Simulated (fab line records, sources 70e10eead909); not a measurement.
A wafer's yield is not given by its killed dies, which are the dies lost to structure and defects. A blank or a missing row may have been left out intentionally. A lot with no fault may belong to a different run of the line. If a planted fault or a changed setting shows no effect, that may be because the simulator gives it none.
A struck lot beside a sound one + flow nand harc + 25 out of 1159 route steps
Sound: these wafers, L480.1, L480.3, L480.5. Wafers L484.1, L484.3, L484.6 were the ones struck. The cause is given at the end.
Order at every step that has rows: each side's tool, ch and its chambers, its first start. Under that, the readings that differ: sound wafers + struck wafers + difference of the means + sigmas: that difference in standard deviations of wafers without a fault.
alike: a reading whose means differ by less than 2 such deviations, as well as words and numbers matching on both sides. not compared: withheld readings; readings where some wafer has no value; bounds like >300 that might hide an equal value; numbers whose values overlap and for which the record gives no deviation.
The two part at a step that has a row with sigmas, a row that says differs or no value, or rows on one side only. Numbers that have no deviation but don't overlap get no sigmas and don't part them. A reading missing from all wafers of one side parts the sides only when that side holds two or more wafers.

NHARC_P_CONTACT_DEP_30: deposits SiNx, target thk 30 nm.
  sound on pecvd-02 ch 0,1, day 6 03:44; struck on pecvd-03 ch 0,1, day 7 05:28
  alike: heater power w
then, 1 step without rows for these wafers: NHARC_P_CONTACT_DEP_00 (deposits SiO2, target thk 500 nm).
NHARC_P_CONTACT_CMP_01: polishes SiO2, target thk 200 nm.
  sound on cmp-03 ch 1,3, day 6 04:29; struck on cmp-02 ch 0,1, day 7 06:09
  alike: motor current A
then, 8 steps without rows for these wafers: NHARC_P_CONTACT_SRD_03; NHARC_P_CONTACT_DEHYDRATE_04 (time 120 s); NHARC_P_CONTACT_HMDS_05 (time 30 s); NHARC_P_CONTACT_COAT_33 (time 75 s); NHARC_P_CONTACT_COAT_34 (time 65 s); NHARC_P_CONTACT_COAT_06 (resist thk 90 nm); NHARC_P_CONTACT_SOFTBAKE_07 (time 55 s); NHARC_P_CONTACT_EBR_08.
NHARC_P_CONTACT_EXPOSE_09: exposes mask P CA, target cd 90 nm.
  sound on arfi scanner-01 ch 0, day 6 05:01; struck on arfi scanner-03 ch 0, day 7 06:51
| reading | sound                | struck                        | difference | sigmas |
|---------|----------------------|-------------------------------|------------|--------|
| mask    | P_CA#0 P_CA#0 P_CA#0 | P_CA_R1#0 P_CA_R1#0 P_CA_R1#0 | differs    |        |
then, 2 steps without rows for these wafers: NHARC_P_CONTACT_PEB_10 (peb time 65 s); NHARC_P_CONTACT_DEVELOP_11 (develop time 35 s).
NHARC_P_CONTACT_CD_MEAS_12: the cd target is 90 nm.
  sound on cd sem-02 ch 0, day 6 05:10; struck on cd sem-02 ch 0, day 7 06:59
| reading    | sound          | struck         | difference | sigmas |
|------------|----------------|----------------|------------|--------|
| cd nm (nm) | 88.9 89.7 89.3 | 94.1 93.3 94.6 | +4.7       | +6     |
NHARC_P_CONTACT_OVL_MEAS_13:
  sound on overlay-02 at day 6 05:14; struck on overlay-01 at day 7 07:05
| reading           | sound       | struck         | difference | sigmas |
|-------------------|-------------|----------------|------------|--------|
| overlay y nm (nm) | 0.6 0.5 0.9 | -1.6 -1.2 -1.6 | -2.1       | -2     |
  alike: overlay x nm
NHARC_P_CONTACT_INSPECT_14:
  sound on defect inspect-01 at day 6 05:17; struck on defect inspect-02 at day 7 07:07
  alike: raw defect count
NHARC_P_CONTACT_DESCUM_17: chemistry O2, time 3 s.
  sound on rie diel-02 ch 0,1,3, day 6 05:21; struck on rie diel-04 ch 1,3, day 7 07:11
| reading                    | sound             | struck            | difference | sigmas |
|----------------------------|-------------------|-------------------|------------|--------|
| model.P_CONTACT.cd nm (nm) | 88.34 89.98 89.62 | 94.37 92.56 95.22 | +4.74      |        |
  alike: drypump motor current A, oes product au, rf vpp V, showerhead plenum p Torr, throttle valve pct
  not compared: rf hours counter h
NHARC_P_CONTACT_ETCH_35: etches the open film in CF4, target depth 39 nm, time 65 s.
  sound on rie diel-02 ch 0,1,2, day 6 05:26; struck on rie diel-04 ch 0,1,3, day 7 07:16
  alike: drypump motor current A, oes product au, rf vpp V, showerhead plenum p Torr, throttle valve pct
  not compared: rf hours counter h
NHARC_P_CONTACT_ETCH_36: etches the open film in N2/H2, target depth 260 nm, time 406.25 s.
  sound on rie diel-02 ch 0,2,3; struck on rie diel-04 ch 1,2,3
  alike: drypump motor current A, oes product au, rf vpp V, showerhead plenum p Torr, throttle valve pct
  not compared: rf hours counter h
NHARC_P_CONTACT_ETCH_18: etches the open film in C4F8/O2/Ar, target depth 481 nm, time 240.5 s.
  sound on rie diel-02 ch 1,3; struck on rie diel-04 ch 0,1,3
  alike: oes product au, rf vpp V
  not compared: rf hours counter h
then, 1 step without rows for these wafers: NHARC_P_CONTACT_STRIP_37 (strips in C4F8/O2/Ar).
NHARC_P_CONTACT_ETCH_31: etches the open film in CH3F/O2, target depth 30 nm, time 85.7 s.
  sound on rie diel-02 ch 0,3; struck on rie diel-04 ch 0,3
| reading                    | sound             | struck           | difference | sigmas |
|----------------------------|-------------------|------------------|------------|--------|
| model.P_CONTACT.cd nm (nm) | 89.78 87.72 90.07 | 94.92 91.49 95.1 | +4.65      |        |
  alike: drypump motor current A, oes product au, rf vpp V, showerhead plenum p Torr, throttle valve pct
  not compared: rf hours counter h
NHARC_P_CONTACT_CD_MEAS_19:
  sound on cd sem-01 at day 6 06:13; struck on cd sem-02 at day 7 08:03
| reading    | sound          | struck         | difference | sigmas |
|------------|----------------|----------------|------------|--------|
| cd nm (nm) | 89.6 87.8 90.4 | 94.8 91.2 95.0 | +4.4       | +3     |
-- break in the record here, with 14 days between the starts of the struck wafers on either side (left off in module P_CONTACT, picked up again in module END, where the first step shown is number 1159 on the route) --
NHARC_END_SORT_01:
  only the struck wafers appear in the record here, on prober-02 ch 0 at day 21 00:20; the sound ones have no rows

WHERE THEY PART
Earliest at NHARC_P_CONTACT_EXPOSE_09; latest, in this record, at NHARC_END_SORT_01.

WHY: what the simulator had put in
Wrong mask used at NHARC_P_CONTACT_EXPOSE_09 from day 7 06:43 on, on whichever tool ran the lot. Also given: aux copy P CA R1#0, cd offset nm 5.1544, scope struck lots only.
